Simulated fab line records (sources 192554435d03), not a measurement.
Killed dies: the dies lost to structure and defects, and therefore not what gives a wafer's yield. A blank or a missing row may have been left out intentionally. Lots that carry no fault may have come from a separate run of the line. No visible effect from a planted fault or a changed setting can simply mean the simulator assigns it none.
fab line records	flow n5Finfet
record: lots: 6	wafers: 16	lastDay: 18
route steps=1938 shown TV_LITHO@1875 TV_OPEN@1887
lots that met no fault: taken from a fault-free run of the same line
startH: the number of hours between the record's first day and the start of the first shown wafer of the lot	waitH: hours since the lot's step before	" unchanged from the row above	L1.1+2: several wafers, shown together as one row	- either no value or no given start	* or withheld: withheld	< > ~ a bound
route shown NAME@n: NAME is a module with steps in the file, n the number in the route of the first one	usual: the fault-free wafers' mean and standard deviation	same: alike in all rows	chamber/n: place in a boat	sites: per-site readings	_std_site: the values' standard deviation	_edge_site: outer sites' mean less inner sites'	radiusMm: how far each site lies from the wafer's centre	mask NAME#n: copy n	behind: the most recent tool/chamber to have shaped the wafer	hold: the reason the lot was held/the length of the hold in hours/how it ended	device: the transistor (n, p or np) that didn't switch	end of line: tests run on the same wafers once the route is complete	for a step that has no rows: nothing shown but its recipe	killed: the dies lost at the first sort to structure and to defects; this is not the yield of the wafer	map: per-die view of a wafer (x killed, . not killed, _ where there is no die)
set.NAME: the setting the step ran with; set.NAME@STEP: the setting that earlier step ran with	model.NAME: the simulator's own value behind a step, which no gauge read
lots at selected steps of the route; one table per step, one row per wafer
services: when a tool's chamber went out of use (startH, in hours from the record's first day, below 0 if earlier), for how many hours, and the reason
== steps ==
step: N5_PASSIVATION_HMDS_03
recipe: timeS: 60	tempC: 120
step: N5_PASSIVATION_COAT_04
recipe: spinRpm: *	resistThkNm: *
step: N5_PASSIVATION_EBR_06
recipe: solvent: PGMEA	ebrWidthMm: 1.5
step: N5_PASSIVATION_SOFTBAKE_05
recipe: tempC: 100	timeS: 90
step: N5_PASSIVATION_EXPOSE_07
recipe: maskId: TV	na: 0.55	sourceShape: conventional	sigmaOuter: 0.8	polarization: unpolarized	defocusNm: 0	targetCdNm: 3000	doseMj: 22.75
step: N5_PASSIVATION_PEB_08
recipe: pebTempC: withheld	pebTimeS: *
step: N5_PASSIVATION_DEVELOP_09
recipe: developTimeS: 60	rinseLiquid: diw	dry: airSpin	devTempC: 21
step: N5_PASSIVATION_HARDBAKE_11
recipe: tempC: 130	timeS: 120
step: N5_PASSIVATION_CD_MEAS_10
recipe: targetCdNm: 3000	landingEnergyEv: 500	detector: seInlens
usual: cdNm: 3000.1/1.6
lot.wafer	tool	chamber	startH	waitH	cdNm
L829.3	cdSem-02	0	269.88	-	3001.7
L829.4	"	0	"	"	3002.1
L829.6	"	0	"	"	3000.6
L840.1	cdSem-01	0	363.15	-	3001.4
L840.4	"	0	"	"	3002.1
L840.6	"	0	"	"	3000.3
L842.1	cdSem-02	0	373.67	-	2998.7
L842.4	"	0	"	"	3000.3
L842.5	"	0	"	"	2999.8
L847.4	cdSem-02	0	390.93	-	2999.7
L849.3	cdSem-01	0	410.99	-	3001.4
L849.5	"	0	"	"	3001.1
L849.6	"	0	"	"	3000.1
L848.1	cdSem-01	0	415.18	-	3000.4
L848.3	"	0	"	"	2999.9
L848.5	"	0	"	"	3000.3
step: N5_PASSIVATION_OVL_MEAS_60
recipe: pointsPerWafer: 44
usual: TV_OVL: -1/6.7
same: pointsPerWafer: 44
lot.wafer	tool	chamber	startH	waitH	TV_OVL[nm]
L829.3	overlay-02	0	269.91	0.0	-6
L829.4	"	0	"	"	-4
L829.6	"	0	"	"	-2
L840.1	overlay-02	0	363.18	0.0	-1
L840.4	"	0	"	"	3
L840.6	"	0	"	"	-1
L842.1	overlay-01	0	373.70	0.0	-2
L842.4	"	0	"	"	-1
L842.5	"	0	"	"	-2
L847.4	overlay-01	0	390.95	0.0	-3
L849.3	overlay-02	0	411.02	0.0	-17
L849.5	"	0	"	"	-12
L849.6	"	0	"	"	-4
L848.1	overlay-02	0	415.21	0.0	5
L848.3	"	0	"	"	2
L848.5	"	0	"	"	3
step: N5_PASSIVATION_INSPECT_61
recipe: mode: adi	inspectInstrument: macro
usual: rawDefectCount: 2.2/1.5
lot.wafer	tool	chamber	startH	waitH	rawDefectCount
L829.3	defectInspect-01	-	269.94	0.0	1
L829.4	"	-	"	"	2
L829.6	"	-	"	"	6
L840.1	defectInspect-02	-	363.21	0.0	1
L840.4	"	-	"	"	3
L840.6	"	-	"	"	3
L842.1	defectInspect-01	-	373.72	0.0	2
L842.4	"	-	"	"	1
L842.5	"	-	"	"	3
L847.4	defectInspect-02	-	390.98	0.0	1
L849.3	defectInspect-01	-	411.04	0.0	1
L849.5	"	-	"	"	1
L849.6	"	-	"	"	1
L848.1	defectInspect-01	-	415.23	0.0	2
L848.3	"	-	"	"	1
L848.5	"	-	"	"	2
step: N5_PASSIVATION_DESCUM_12
recipe: chemistry: O2	timeS: 7.9	sourcePowerW: 50	biasPowerW: 20	pressureMtorr: 20	rfFrequencyHz: 2.712e+07	tempC: 40	o2FlowSccm: 225
usual: drypumpMotorCurrentA: 5.9/0.32	oesProductAu: 0.80/0.081	rfVppV: 243.2/0.97	showerheadPlenumPTorr: 2.10/0.041	throttleValvePct: 20.39/0.24
lot.wafer	tool	chamber	startH	waitH	drypumpMotorCurrentA	oesProductAu	rfHoursCounterH	rfVppV	showerheadPlenumPTorr	throttleValvePct
L829.3	rieDiel-05	2	270.16	0.2	5.5	0.79	88	243.2	2.12	20.42
L829.4	"	1	"	"	5.9	0.85	62	244.4	2.12	20.07
L829.6	"	1	"	"	5.9	0.84	-	242.9	2.12	20.06
L840.1	rieDiel-02	0	363.43	0.2	5.4	0.76	135	242.6	2.09	20.40
L840.4	"	3	"	"	5.6	0.69	-	244.0	2.08	20.26
L840.6	"	0	"	"	5.5	0.75	-	243.1	2.09	20.42
L842.1	rieDiel-02	0	373.82	0.1	5.4	0.75	139	241.2	2.09	20.41
L842.4	"	2	"	"	6.3	0.85	64	242.5	2.12	20.53
L842.5	"	1	"	"	6.3	0.69	-	243.3	2.06	20.73
L847.4	rieDiel-02	2	392.10	1.1	6.3	0.83	70	244.1	2.12	20.54
L849.3	rieDiel-05	3	411.07	0.0	6.0	0.88	28	242.3	2.14	20.18
L849.5	"	1	"	"	5.9	0.80	-	243.5	2.11	20.13
L849.6	"	2	"	"	5.5	0.76	-	244.4	2.10	20.47
L848.1	rieDiel-05	0	415.28	0.0	6.1	0.79	108	244.6	2.11	20.67
L848.3	"	3	"	"	6.0	0.88	30	243.7	2.14	20.16
L848.5	"	2	"	"	5.5	0.76	-	244.4	2.10	20.49
step: N5_PASSIVATION_PASS_ETCH_74
recipe: chemistry: CF4/O2	target: SiNx	targetDepthA: 2200	timeS: 110	ionEnergyEv: 100	pressureMtorr: 40	sourceW: 535	biasW: 49	Ar_flow_sccm: 100	cf4FlowSccm: 100	O2_flow_sccm: 10
usual: drypumpMotorCurrentA: 5.9/0.32	mfcArSccm: 100.1/0.32	oes_f_703_au: 0.80/0.08	oesProductAu: 0.81/0.082	rfFwdPowerW: 532.5/1.9	rfVppV: 240.9/2.2	showerheadPlenumPTorr: 2.21/0.037	throttleValvePct: 15.95/0.25
lot.wafer	tool	chamber	startH	waitH	drypumpMotorCurrentA	mfcArSccm	oes_f_703_au	oesProductAu	rfFwdPowerW	rfHoursCounterH	rfVppV	showerheadPlenumPTorr	throttleValvePct	model.etch.depthNm	model.coat_of_PASSIVATION_COAT_04.thkNm	model.TV_OPEN.cdOffsetNm
L829.3	rieDiel-05	2	270.22	0.0	5.5	100.2	0.78	0.78	535.2	88	243.1	2.22	15.88	220	*	0
L829.4	"	1	"	"	5.9	100.0	0.85	0.85	530.5	62	240.4	2.24	15.68	219.9	*	0.2
L829.6	"	1	"	"	5.9	100.4	0.86	0.85	531.5	-	240.8	2.24	15.67	220.1	*	0
L840.1	rieDiel-02	0	363.50	0.0	5.4	100.3	0.75	0.75	533.5	135	237.0	2.21	16.03	221.4	*	0.2
L840.4	"	3	"	"	5.6	99.8	0.71	0.69	530.2	-	240.5	2.19	15.90	217.7	*	-0.2
L840.6	"	0	"	"	5.4	100.2	0.75	0.75	533.2	-	237.3	2.21	16.03	221.3	*	0.4
L842.1	rieDiel-02	0	373.88	0.0	5.4	99.9	0.75	0.75	532.3	139	238.4	2.21	16.04	223.3	*	-0.4
L842.4	"	2	"	"	6.3	100.4	1.09	0.97	663.4	64	216.6	2.23	16.10	275.3	*	-3.2
L842.5	"	1	"	"	6.3	100.2	0.69	0.70	531.8	-	241.4	2.18	16.37	225.6	*	-0.4
L847.4	rieDiel-02	2	392.17	0.0	6.3	100.2	1.08	0.96	660.0	70	215.6	2.23	16.11	273.4	*	-3.2
L849.3	rieDiel-05	3	411.14	0.0	6.0	100.0	0.88	0.89	533.4	28	241.7	2.24	15.64	222.9	*	-0.4
L849.5	"	1	"	"	5.9	99.8	0.82	0.80	529.5	-	239.1	2.22	15.74	218.6	*	-0.6
L849.6	"	2	"	"	5.5	99.8	0.75	0.76	535.0	-	242.2	2.21	15.95	221.6	*	0
L848.1	rieDiel-05	0	415.35	0.0	6.1	99.7	0.81	0.81	532.8	108	237.3	2.22	16.20	227	*	-0.4
L848.3	"	3	"	"	6.0	99.7	0.87	0.87	533.1	30	241.8	2.24	15.65	220.2	*	0.2
L848.5	"	2	"	"	5.5	100.1	0.74	0.75	531.4	-	244.0	2.21	15.94	219.2	*	0
step: N5_PASSIVATION_VIA_ETCH_13
recipe: chemistry: CHF3/O2	target: SiO2	targetDepthA: 6600	CHF3_flow_sccm: 50	O2_flow_sccm: 5	Ar_flow_sccm: 200	timeS: 330	maskMaterial: PR	pressureMtorr: 30	sourceW: 650	biasW: 170	ionEnergyEv: 200	ends: cleared
usual: drypumpMotorCurrentA: 5.9/0.32	etchRfOnTimeS: 235/3.5	mfcArSccm: 200.0/0.55	oes_f_703_au: 0.80/0.081	oesProductAu: 0.73/0.073	rfFwdPowerW: 647.7/2.2	rfVppV: 524/4.2	showerheadPlenumPTorr: 2.41/0.042	throttleValvePct: 18.84/0.24
lot.wafer	tool	chamber	startH	waitH	drypumpMotorCurrentA	etchRfOnTimeS	mfcArSccm	oes_f_703_au	oesProductAu	rfFwdPowerW	rfHoursCounterH	rfVppV	showerheadPlenumPTorr	throttleValvePct	model.coat_of_PASSIVATION_COAT_04.thkNm
L829.3	rieDiel-05	2	270.31	0.0	5.5	233	201.1	0.78	0.71	648.1	88	529	2.43	18.80	*
L829.4	"	1	"	"	5.9	237	199.9	0.85	0.76	647.6	62	522	2.44	18.56	*
L829.6	"	1	"	"	5.9	239	200.0	0.85	0.76	645.2	-	523	2.44	18.56	*
L840.1	rieDiel-02	0	363.59	0.0	5.5	233	199.6	0.74	0.68	645.8	135	519	2.42	18.94	*
L840.4	"	3	"	"	5.7	238	200.4	0.70	0.63	645.8	-	523	2.39	18.75	*
L840.6	"	0	"	"	5.4	239	199.7	0.75	0.67	646.5	-	518	2.42	18.93	*
L842.1	rieDiel-02	0	373.98	0.0	5.4	237	200.1	0.75	0.67	647.2	139	519	2.42	18.91	*
L842.4	"	2	"	"	6.3	230	199.0	0.85	0.78	651.4	65	524	2.44	19.00	*
L842.5	"	1	"	"	6.4	235	199.8	0.69	0.63	645.3	-	524	2.38	19.24	*
L847.4	rieDiel-02	2	392.26	0.0	6.3	229	200.0	0.85	0.77	650.6	70	524	2.44	19.01	*
L849.3	rieDiel-05	3	411.23	0.0	6.0	233	199.2	0.88	0.79	646.5	29	524	2.46	18.61	*
L849.5	"	1	"	"	5.9	241	199.9	0.81	0.73	647.4	-	522	2.43	18.62	*
L849.6	"	2	"	"	5.5	236	200.4	0.75	0.69	647.8	-	530	2.41	18.85	*
L848.1	rieDiel-05	0	415.44	0.0	6.1	233	200.0	0.81	0.72	652.1	108	518	2.43	19.09	*
L848.3	"	3	"	"	6.0	237	200.3	0.87	0.80	652.3	30	526	2.46	18.59	*
L848.5	"	2	"	"	5.5	239	200.2	0.75	0.67	652.8	-	531	2.41	18.85	*
step: N5_PASSIVATION_STRIP_14
recipe: chemistry: O2	powerW: 600	tempC: 60	pressureMtorr: 30	rfFrequencyHz: 6e+07	biasPowerW: 0	overashFraction: 0.5	o2FlowSccm: 225
usual: drypumpMotorCurrentA: 5.9/0.32	oesProductAu: 0.80/0.081	rfVppV: 3.8/0.95	showerheadPlenumPTorr: 2.10/0.041	throttleValvePct: 16.62/0.25
lot.wafer	tool	chamber	startH	waitH	drypumpMotorCurrentA	oesProductAu	rfHoursCounterH	rfVppV	showerheadPlenumPTorr	throttleValvePct
L829.3	rieDiel-05	2	270.51	0.1	5.5	0.79	88	3.1	2.12	16.62
L829.4	"	1	"	"	5.9	0.85	62	2.9	2.12	16.32
L829.6	"	1	"	"	5.9	0.84	-	6.0	2.12	16.34
L840.1	rieDiel-02	0	363.78	0.1	5.5	0.76	136	4.2	2.09	16.64
L840.4	"	3	"	"	5.7	0.71	-	3.3	2.08	16.55
L840.6	"	0	"	"	5.4	0.76	-	3.7	2.09	16.65
L842.1	rieDiel-02	0	374.17	0.1	5.5	0.74	139	5.0	2.09	16.68
L842.4	"	2	"	"	6.3	0.85	65	2.5	2.12	16.74
L842.5	"	1	"	"	6.3	0.70	-	4.9	2.06	17.01
L847.4	rieDiel-02	2	392.46	0.1	6.3	0.85	70	3.3	2.12	16.72
L849.3	rieDiel-05	3	411.43	0.1	6.0	0.88	29	2.9	2.15	16.37
L849.5	"	1	"	"	5.9	0.80	-	2.6	2.11	16.39
L849.6	"	2	"	"	5.5	0.75	-	4.5	2.11	16.69
L848.1	rieDiel-05	0	415.64	0.1	6.1	0.78	108	3.3	2.12	16.93
L848.3	"	3	"	"	6.0	0.88	30	4.1	2.14	16.38
L848.5	"	2	"	"	5.5	0.75	-	2.0	2.11	16.70
step: N5_PASSIVATION_ETCH_15
recipe: chemistry: CF4/N2	target: SiCN	targetDepthA: 750	taperDeg: 2	timeS: 81.2	ionEnergyEv: 150	maskMaterial: SiNx	pressureMtorr: 40	sourceW: 430	biasW: 70	Ar_flow_sccm: 100	cf4FlowSccm: 60	n2FlowSccm: 60
usual: drypumpMotorCurrentA: 5.9/0.32	mfcArSccm: 100.0/0.31	oesProductAu: 0.81/0.082	rfFwdPowerW: 427.8/1.3	rfVppV: 382.4/1.1	showerheadPlenumPTorr: 2.21/0.038	throttleValvePct: 15.40/0.25
lot.wafer	tool	chamber	startH	waitH	drypumpMotorCurrentA	mfcArSccm	oesProductAu	rfFwdPowerW	rfHoursCounterH	rfVppV	showerheadPlenumPTorr	throttleValvePct	model.TV_OPEN.cdOffsetNm
L829.3	rieDiel-05	2	-	-	5.5	100.0	0.79	427.5	88	383.3	2.22	15.33	1.8
L829.4	"	1	"	"	5.9	99.3	0.85	427.6	62	383.9	2.24	15.11	1.8
L829.6	"	1	"	"	5.9	99.9	0.84	427.6	-	383.3	2.24	15.13	1.6
L840.1	rieDiel-02	0	-	-	5.4	99.9	0.75	427.4	136	382.9	2.21	15.50	1.8
L840.4	"	3	"	"	5.7	100.1	0.70	427.8	-	381.7	2.19	15.36	2.2
L840.6	"	0	"	"	5.4	100.4	0.75	428.7	-	380.0	2.21	15.47	2
L842.1	rieDiel-02	0	-	-	5.4	100.3	0.75	426.7	139	383.7	2.21	15.49	1.4
L842.4	"	2	"	"	6.3	99.2	0.87	428.4	65	383.1	2.23	15.51	-1.4
L842.5	"	1	"	"	6.3	100.0	0.69	426.6	-	381.9	2.18	15.83	1.4
L847.4	rieDiel-02	2	-	-	6.3	100.1	0.85	428.1	70	381.6	2.23	15.54	-1.4
L849.3	rieDiel-05	3	-	-	6.0	100.2	0.87	427.5	29	383.4	2.25	15.11	1.6
L849.5	"	1	"	"	5.9	99.9	0.81	425.6	-	381.7	2.22	15.18	1.4
L849.6	"	2	"	"	5.5	100.2	0.76	430.0	-	381.9	2.21	15.43	2
L848.1	rieDiel-05	0	-	-	6.0	100.3	0.81	428.2	108	383.8	2.22	15.62	1.2
L848.3	"	3	"	"	6.0	99.8	0.88	428.5	30	383.5	2.25	15.10	1.8
L848.5	"	2	"	"	5.5	99.9	0.75	426.7	-	383.7	2.21	15.43	1.6
step: N5_PASSIVATION_STRIP_73
recipe: chemistry: postEtchResidueRemover	timeS: 60	tempC: 25	removerPh: withheld	removerWaterWtPct: withheld	removerFluorideWtPct: withheld
== services ==
tool	chamber	startH	hours	kind
rieDiel-02	-	275.29	0.6	repair
rieDiel-05	3	281.88	-	clean
rieDiel-05	3	281.88	-	consumableReplace:focusRing
rieDiel-05	3	281.88	15.8	scheduledDown
rieDiel-05	3	281.88	15.8	ventCycle
rieDiel-02	-	303.01	0.5	repair
rieDiel-02	2	361.69	4.1	repair
rieDiel-05	-	374.94	0.4	repair
rieDiel-02	3	376.49	1.6	repair
rieDiel-05	-	385.19	14.6	pm
rieDiel-02	3	395.22	12.3	repair
rieDiel-02	1	413.05	-	clean
rieDiel-02	1	413.05	-	consumableReplace:focusRing
== key ==
firstSign: step: N5_PASSIVATION_PASS_ETCH_74	reading: rfFwdPowerW	direction: up	sigmas: 68	usual: *	struck: *
effect: step: N5_PASSIVATION_PASS_ETCH_74	reading: rfVppV	direction: down	sigmas: 11	usual: 240.9	struck: 216.1
modelEffect: step: N5_PASSIVATION_PASS_ETCH_74	value: etch.depthNm	without: 227.5	struck: 274.4
modelEffect: step: N5_PASSIVATION_VIA_ETCH_13	value: coat_of_PASSIVATION_COAT_04.thkNm	without: *	struck: *
modelEffect: step: N5_PASSIVATION_ETCH_15	value: TV_OPEN.cdOffsetNm	without: 1	struck: -1.4
metAt N5_PASSIVATION_PASS_ETCH_74
struckWafers L842.4,L847.4
earlierFault: kind: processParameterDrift	tool: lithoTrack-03	chamber: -	onsetH: 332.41	steps: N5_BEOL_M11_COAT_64	channel: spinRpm	offset: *	shape: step	actsIn: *	stated: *
earlierFault: kind: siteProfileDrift	tool: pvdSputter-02	chamber: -	onsetH: 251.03	steps: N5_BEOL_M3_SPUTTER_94	basis: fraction	maxAbsDrift: 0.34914	slopeSharePerHr: 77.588	sitePattern: 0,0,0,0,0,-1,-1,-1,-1	scope: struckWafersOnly
fault: kind: processParameterDrift	tool: rieDiel-02	chamber: 2	onsetH: 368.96	steps: N5_PASSIVATION_PASS_ETCH_74	channel: sourceW	offset: 128.4	shape: step	actsIn: theseRecipesOnly	stated: 535
